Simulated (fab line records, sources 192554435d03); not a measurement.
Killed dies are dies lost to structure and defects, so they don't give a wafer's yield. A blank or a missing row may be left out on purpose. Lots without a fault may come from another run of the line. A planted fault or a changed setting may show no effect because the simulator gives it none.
A struck lot beside a sound one | flow n5_finfet | 21 steps out of a route of 1938
Sound: wafers L342.4, L342.5, L342.6. Struck: wafer L340.3. (L340.2, L340.5 of the same lot were not struck and are left out.) The cause comes at the end.
At each step with rows: each side's tool, then ch and its chambers, then its first start. Under that, the readings that differ: sound wafers | struck wafers | difference of the means | sigmas: that difference in standard deviations of wafers without a fault.
alike: readings whose means differ by less than 2 such deviations, and words and numbers that are the same on both sides. not compared: withheld readings, readings that some wafer has no value for, bounds like >300 that may hide the same value, and numbers for which the record gives no deviation and whose values overlap.
The two part at a step that has a row with sigmas, a row that says differs or no value, or rows on one side only. Numbers that don't overlap but have no deviation are shown without sigmas and don't part them. A reading that every wafer of one side lacks parts them only if that side has two wafers or more.

first, 9 steps without rows for these wafers: N5_FIN_SAQP_EXPOSE_13 (exposes mask FIN CORE, target cd 35.6 nm); N5_FIN_SAQP_PEB_14 (peb time 60 s); N5_FIN_SAQP_DEVELOP_15 (develop time 30 s); N5_FIN_SAQP_DESCUM_21 (chemistry O2, time 7.9 s); N5_FIN_SAQP_ETCH_51 (etches SiARC in CF4, target depth 45.5 nm, time 75.8 s); N5_FIN_SAQP_ETCH_52 (etches SOC in N2/H2, target depth 100 nm, overetch 20 nm, time 150 s); N5_FIN_SAQP_STRIP_53 (strips in N2/H2); N5_FIN_SAQP_HM_OPEN_73 (chemistry CHF3/O2, target SiO2, stops on a-Si, target depth 12 nm, time 16.8 s); N5_FIN_SAQP_STRIP_74 (strips in CHF3/O2).
N5_FIN_SAQP_MANDREL_ETCH_22: etches a-Si in HBr/Cl2, stops on SiNx, target depth 60 nm, bt time 10 s, time 30 s.
  sound on rie_si-05 ch 0,2,3, day 6 05:44; struck on rie_si-06 ch 3, day 5 16:38
  reading                                     | sound             | struck | difference | sigmas
  rf_fwd_power_W (W)                          | 796.2 790.6 796.2 | 979.7  | +185.4     | +62
  model.SOC_of_FIN_SAQP_COAT_49.thk_nm (nm)   | 75.89 75.57 76.13 | 74.83  | -1.03      |
  model.SiNx_of_FIN_SAQP_PECVD_48.thk_nm (nm) | 25.23 25.3 25.32  | 23.32  | -1.96      |
  alike: HBr_flow_sccm, drypump_motor_current_A, oes_product_au, throttle_valve_pct
  not compared: rf_hours_counter_h
then, 7 steps without rows for these wafers: N5_FIN_SAQP_STRIP_55 (strips in N2/H2); N5_FIN_SAQP_STRIP_23 (strips in SPM, time 750 s); N5_FIN_SAQP_SRD_66 (time 30 s); N5_FIN_SAQP_RECESS_75 (chemistry HF/NH3, target SiO2, target depth 14.4 nm, afs cycles 3, sublimation time 60 s); N5_FIN_SAQP_SPACER1_ALD_24 (deposits SiO2, target thk 20.3 nm, pulse time 1 s, purge time 2 s); N5_FIN_SAQP_SPACER1_ETCHBACK_25 (etches SiO2 in CHF3/O2, target depth 24.4 nm, time 12.2 s); N5_FIN_SAQP_MANDREL1_REMOVE_56 (chemistry HBr/Cl2/O2, target a-Si, stops on SiNx, bt time 10 s).
N5_FIN_SAQP_ETCH_57: etches SiNx in CH3F/O2, target depth 32.5 nm, time 46.4 s.
  sound on rie_diel-06 ch 0,2,3, day 6 07:32; struck on rie_diel-01 ch 1, day 5 18:41
  reading                  | sound            | struck | difference | sigmas
  etch_rf_on_time_s (s)    | 46.9 47.6 47.3   | 43.6   | -3.7       | -5
  model.etch.depth_nm (nm) | 25.23 25.3 25.32 | 23.32  | -1.96      |
  alike: drypump_motor_current_A, oes_product_au, rf_fwd_power_W, rf_vpp_V, showerhead_plenum_p_Torr, throttle_valve_pct
  not compared: rf_hours_counter_h
then, 1 step without rows for these wafers: N5_FIN_SAQP_ETCH_65 (etches SiO2 in CF4, target depth 4 nm, time 4.4 s).
-- the record jumps here: 7 days lie between the struck wafers' starts before and after (it left off in module FIN_SAQP and takes up again in module BEOL_M4, whose first step shown is number 1111 of the route) --
N5_BEOL_M4_RC_MEAS_101:
  sound on prober-02 ch 0, day 12 21:28; struck on prober-01 ch 0, day 12 19:18
  reading       | sound          | struck | difference | sigmas
  SS_P (mV/dec) | 73.1 73.3 73.1 | 74.7   | +1.5       | +2
  alike: DIBL_N, DIBL_P, IOFF_N, IOFF_P, ION_N, ION_P, SS_N, VT_N, VT_P
-- the record jumps here: 4 days lie between the struck wafers' starts before and after (it left off in module BEOL_M4 and takes up again in module PASSIVATION, whose first step shown is number 1936 of the route) --
N5_PASSIVATION_PROBE_49:
  sound on prober-02, day 17 10:39; struck on prober-02, day 16 21:38
  alike: defect_limited_yield, killed_at_M0_to_M3, killed_at_M4_up, killed_at_contacts, killed_at_front_end, killed_at_other, killed_dies, killed_open, killed_short, sort_bin_5_function, sort_bin_6_memory, sort_n_pass, sort_yield_pct

WHERE THEY PART
First at N5_FIN_SAQP_MANDREL_ETCH_22; last, within this record, at N5_BEOL_M4_RC_MEAS_101. Later steps at which nothing parts them and some readings are alike: N5_PASSIVATION_PROBE_49.

WHY: what the simulator had put in
Process parameter drift: rie_si-06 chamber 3, from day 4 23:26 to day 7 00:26, at N5_FIN_SAQP_MANDREL_ETCH_22. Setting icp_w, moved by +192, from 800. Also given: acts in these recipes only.
